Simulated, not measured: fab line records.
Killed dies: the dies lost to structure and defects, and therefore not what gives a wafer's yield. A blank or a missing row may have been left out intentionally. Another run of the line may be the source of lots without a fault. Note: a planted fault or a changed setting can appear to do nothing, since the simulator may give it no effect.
One fault through the eyes of 2 desks / flow n5-finfet / every desk sees just its own numbers, and what lay behind them comes last

== THE TOOL OWNER'S DESK: rie-metal-02 ==
The tool's own readings at N5_BEOL_M5_HM_OPEN_17 (chemistry Cl2/BCl3, target TiN, target depth 20 nm, overetch 6 nm): means of the sampled wafers that have a number, for each lot that ran on this tool. The brackets show how far a lot's mean lies from the usual mean; more than 4 standard deviations puts the lot out of limits, marked OUT.
Columns: A = drypump-motor-current-A at N5_BEOL_M5_HM_OPEN_17, usual 5.6 A; B = oes-product-au at N5_BEOL_M5_HM_OPEN_17, usual 0.67 a.u.; C = throttle-valve-pct at N5_BEOL_M5_HM_OPEN_17, usual 22.08 %
lot=L641; first seen here=day 7 19:13; A=5.8; B=0.64; C=22.18
lot=L642; first seen here=day 8 03:10; A=5.5; B=0.65; C=22.08
lot=L643; first seen here=day 8 12:59; A=5.9; B=0.63; C=22.20
lot=L647; first seen here=day 8 22:21; A=5.1; B=0.66; C=21.96
lot=L651; first seen here=day 10 16:12; A=5.8; B=0.63; C=22.20
lot=L653; first seen here=day 10 23:02; A=5.9; B=0.63; C=22.20
This desk found nothing out of limits on any of the 6 lots.

== THE DEFECT DESK ==
For each lot, the counts of the inspections along the route, averaged over the sampled wafers that have a number. The brackets show how far a lot's mean lies from the usual mean; more than 4 standard deviations puts the lot out of limits, marked OUT.
Columns: A = raw-defect-count at N5_BEOL_M5_INSPECT_30, usual 382
lot=L641; first seen here=day 7 20:14; A=339
lot=L642; first seen here=day 8 03:49; A=477
lot=L643; first seen here=day 8 13:50; A=318
lot=L647; first seen here=day 9 00:04; A=438
lot=L651; first seen here=day 10 17:11; A=894 (+6.2) OUT
lot=L653; first seen here=day 10 23:39; A=947 (+6.8) OUT
lot=L657; first seen here=day 12 01:20; A=380
lot=L659; first seen here=day 12 19:48; A=356
lot=L663; first seen here=day 13 18:29; A=380
lot=L664; first seen here=day 13 21:48; A=369
This desk finds L651, L653 out of limits, L651 being first, at day 10 17:11 (raw-defect-count at N5_BEOL_M5_INSPECT_30). L641, L642, L643, L647, L657, L659, L663, L664 stayed within limits.

== BROUGHT TOGETHER ==
The defect desk could have raised an alarm at day 10 17:11, on L651, L653.
The desk of the tool owner found nothing out of limits.
The tool owner's desk has L651, L653 on record, within its limits.
All the named lots went through N5_BEOL_M5_HM_OPEN_17 on rie-metal-02.

== WHAT HAD BEEN PUT IN BY THE SIMULATOR ==
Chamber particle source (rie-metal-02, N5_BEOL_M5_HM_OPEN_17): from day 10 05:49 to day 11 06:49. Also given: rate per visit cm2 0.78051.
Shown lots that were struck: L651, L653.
Hours from the fault's start to each desk's first reading out of limits: the defect desk, 11.
